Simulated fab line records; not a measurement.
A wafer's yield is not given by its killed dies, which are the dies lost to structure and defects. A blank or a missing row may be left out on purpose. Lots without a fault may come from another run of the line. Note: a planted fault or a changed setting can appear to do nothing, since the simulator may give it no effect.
8D (eight disciplines) problem report, filled in by code + flow n5_finfet + the parts of the form that need people (team, actions taken, sign-off) are left out

## 1. WHAT WENT WRONG
Mean of killed_at_M4_up at N5_PASSIVATION_PROBE_49: 227 across 9 wafers in 3 lots; on wafers with no fault it is 13 (standard deviation 5.5). Relative to the usual mean, that is a shift of +39 standard deviations.
First observed at day 15 19:08: wafer L494.1, on prober-01. Wafers with a number at this step in the record: 35, from 12 lots. The rule behind "out" and "out of limits": a value lying over 4 standard deviations away from the usual mean. The other wafers with a number count as sound.

## 2. WHAT IT IS, AND WHAT IT ISN'T
| question                    | is                                                                                                                      | is not                                                                    |
|-----------------------------|-------------------------------------------------------------------------------------------------------------------------|---------------------------------------------------------------------------|
| which readings at this step | killed_at_M4_up, defect_limited_yield, killed_dies, sort_bin_5_function, sort_bin_6_memory, sort_n_pass, sort_yield_pct | killed_at_M0_to_M3, killed_at_contacts, killed_at_other, sort_bin_8_speed |
| which lots                  | L494, L495, L496                                                                                                        | L481, L482, L485, L487, L489, L490, L491, L492, L493                      |
| which wafers of those lots  | all that have a number                                                                                                  | -                                                                         |
| read on which tools         | prober-01                                                                                                               | prober-02                                                                 |
| when                        | from day 15 19:08                                                                                                       | up to then (26 sound wafers)                                              |

## 3. SUSPECTS, AND WHAT RULES EACH OUT
Counting: any tool at a process step up to the reading is kept as a suspect provided that every lot that is out went through it and no sound lot did after the first of them.
- ecd_cu-01 at N5_BEOL_M12_ECD_47 (material Cu, target thk 720 nm): kept. It ran every lot that is out, first L494 (day 14 11:13), and no sound lot after that; its last sound lot up to then is L492 (day 13 23:02).
- prober-01 at N5_PASSIVATION_PROBE_49: kept. It ran every lot that is out, first L494 (day 15 19:08), and no sound lot after that; its last sound lot up to then is L492 (day 15 11:58). Its own defect_limited_yield, killed_at_M4_up, killed_dies, sort_bin_5_function, sort_bin_6_memory, sort_n_pass, sort_yield_pct readings are out on those wafers.
Left after counting: ecd_cu-01 at N5_BEOL_M12_ECD_47, prober-01 at N5_PASSIVATION_PROBE_49.

## 4. THE CAUSE (what the simulator had put in)
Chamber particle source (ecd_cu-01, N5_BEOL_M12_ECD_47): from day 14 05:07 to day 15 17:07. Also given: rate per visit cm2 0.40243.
After counting, 2 suspects remain, this tool included.

## 5. THE EFFECT CHAIN, in route order
Rows list readings where the struck wafers' mean (over those with a number) sits beyond 3 standard deviations from the usual. Readings are gone through only where the record gives a usual standard deviation; hours: the median, over the lots, of the time from a lot's start at the first step in this table giving one to that lot's start at this step; sigmas: the change measured in usual standard deviations.
| hours | step                    | reading              | usual  | on struck wafers | change | sigmas |
|-------|-------------------------|----------------------|--------|------------------|--------|--------|
| 0     | N5_PASSIVATION_PROBE_49 | defect_limited_yield | 90.9 % | 74.0             | -16.9  | -11    |
| 0     | N5_PASSIVATION_PROBE_49 | killed_at_M4_up      | 13     | 227              | +214   | +39    |
| 0     | N5_PASSIVATION_PROBE_49 | killed_dies          | 108    | 307              | +199   | +11    |
| 0     | N5_PASSIVATION_PROBE_49 | killed_on_rim        | 15     | 42               | +27    | +6.5   |
| 0     | N5_PASSIVATION_PROBE_49 | sort_bin_5_function  | 5.4 %  | 15.7             | +10.3  | +10    |
| 0     | N5_PASSIVATION_PROBE_49 | sort_bin_6_memory    | 3.4 %  | 8.9              | +5.5   | +8.1   |
| 0     | N5_PASSIVATION_PROBE_49 | sort_n_pass          | 1072   | 873              | -199   | -11    |
| 0     | N5_PASSIVATION_PROBE_49 | sort_yield_pct       | 90.9 % | 74.0             | -16.9  | -11    |
It contains these process steps:
- N5_PASSIVATION_PROBE_49

## 6. WHAT WOULD HAVE CAUGHT IT SOONER
The fault began at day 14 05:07; the first out-of-limits reading in this record came at day 15 19:08, 38 hours later.
All the lots that are out (3) had begun N5_BEOL_M12_ECD_47 on ecd_cu-01 by day 15 19:08. None of them would have been spared by holding the tool at that moment.
